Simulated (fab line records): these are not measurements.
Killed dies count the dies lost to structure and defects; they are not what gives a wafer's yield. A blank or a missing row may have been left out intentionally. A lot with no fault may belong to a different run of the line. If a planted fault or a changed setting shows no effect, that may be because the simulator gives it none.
Comparing a struck lot with a sound one | flow nand_harc | 14 steps out of a route of 1302
Sound: the wafers L585.3, L585.4, L585.6. Struck: wafers L596.3, L596.4, L596.6. The cause is given at the end.
At each step with rows: each side's tool, then ch and its chambers, then its first start. Under that, the readings that differ: sound wafers | struck wafers | difference of the means | sigmas: that difference in standard deviations of wafers without a fault.
alike: a reading whose means differ by less than 2 such deviations, as well as words and numbers matching on both sides. not compared: withheld readings; readings where some wafer has no value; bounds like >300 that might hide an equal value; numbers whose values overlap and for which the record gives no deviation.
A row with sigmas, a row that says differs or no value, or rows on one side alone: a step with any of these is where the two part. When numbers do not overlap yet have no deviation, they are printed without sigmas and do not part them. A reading that every wafer of one side lacks parts them only if that side has two wafers or more.

NHARC_A_STAIRCASE_ETCH_313: etches the open film in CF4/CHF3.
  sound on rie_diel-05 ch 1,3, day 17 17:34; struck on rie_diel-05 ch 0,2,3, day 21 22:38
  alike: drypump_motor_current_A, oes_product_au, rf_vpp_V, showerhead_plenum_p_Torr, throttle_valve_pct
  not compared: rf_hours_counter_h
NHARC_A_STAIRCASE_HM_OPEN_463: chemistry O2/COS.
  sound: rie_diel-05 ch 1,2; struck: rie_diel-05 ch 1,2,3
  alike: drypump_motor_current_A, oes_product_au, rf_vpp_V, showerhead_plenum_p_Torr, throttle_valve_pct
  not compared: rf_hours_counter_h
then, 1 step without rows for these wafers: NHARC_A_STAIRCASE_STRIP_464 (strips in O2/COS).
NHARC_A_STAIRCASE_ETCH_453: etches the open film in CF4/O2, target depth 30 nm, overetch 3 nm, time 16.5 s.
  sound: rie_diel-05 ch 0,2,3; struck: rie_diel-05 ch 0,1,3
  alike: drypump_motor_current_A, oes_product_au, rf_vpp_V, showerhead_plenum_p_Torr, throttle_valve_pct
  not compared: rf_hours_counter_h
then, 5 steps without rows for these wafers: NHARC_A_STAIRCASE_ETCH_315 (etches the open film in C4F8/O2/Ar, target depth 2500 nm, time 607.1 s); NHARC_A_STAIRCASE_STRIP_316 (strips in O2); NHARC_A_STAIRCASE_STRIP_317 (strips in SPM, time 900 s); NHARC_A_STAIRCASE_PRECLEAN_318 (cleans in SC1); NHARC_A_STAIRCASE_SRD_329.
NHARC_A_STAIRCASE_ALD_415: deposits SiO2, target thk 30 nm, pulse time 6 s, ald cycles 300.
  sound on ald_hk-03 ch 0,2,3, day 17 19:37; struck on ald_hk-01 ch 1,2,3, day 22 01:20
  alike: heater_power_w, precursor_pulse_height_rel
  not compared: since_wet_clean_h
then, 1 step without rows for these wafers: NHARC_A_STAIRCASE_ETCHBACK_416 (etches the open film in C4F8/O2/Ar, target depth 36 nm, time 7.2 s).
NHARC_A_STAIRCASE_STRIP_476: strips in O2, time 20 s.
  sound on rie_diel-13 ch 0,1, day 17 21:32; struck on rie_diel-01 ch 1,2,3, day 22 03:30
  no value came back on the struck wafers for any of 7 readings (bias_w (W), chamber_pressure_mTorr (mTorr) and others); on the sound wafers bias_w (W) reads 0 0 0
  not compared: rf_hours_counter_h
NHARC_A_STAIRCASE_DEP_417: deposits Si3N4, target thk 60 nm.
  sound on pecvd-02 ch 0,1,2, day 17 21:41; struck on pecvd-02 ch 1,2, day 22 03:38
  alike: heater_power_w
  not compared: since_wet_clean_h
-- record jumps: 7 days between struck wafers' starts before vs after; left off in module A_STAIRCASE, resumes in module END, first step shown is number 1302 of the route --
NHARC_END_SORT_01:
  only the struck wafers appear in the record here, on prober-01 ch 0 at day 29 11:03; the sound ones have no rows

## WHERE THEY PART
Earliest at NHARC_A_STAIRCASE_STRIP_476; latest, in this record, at NHARC_END_SORT_01.

WHY: the cause the simulator had injected
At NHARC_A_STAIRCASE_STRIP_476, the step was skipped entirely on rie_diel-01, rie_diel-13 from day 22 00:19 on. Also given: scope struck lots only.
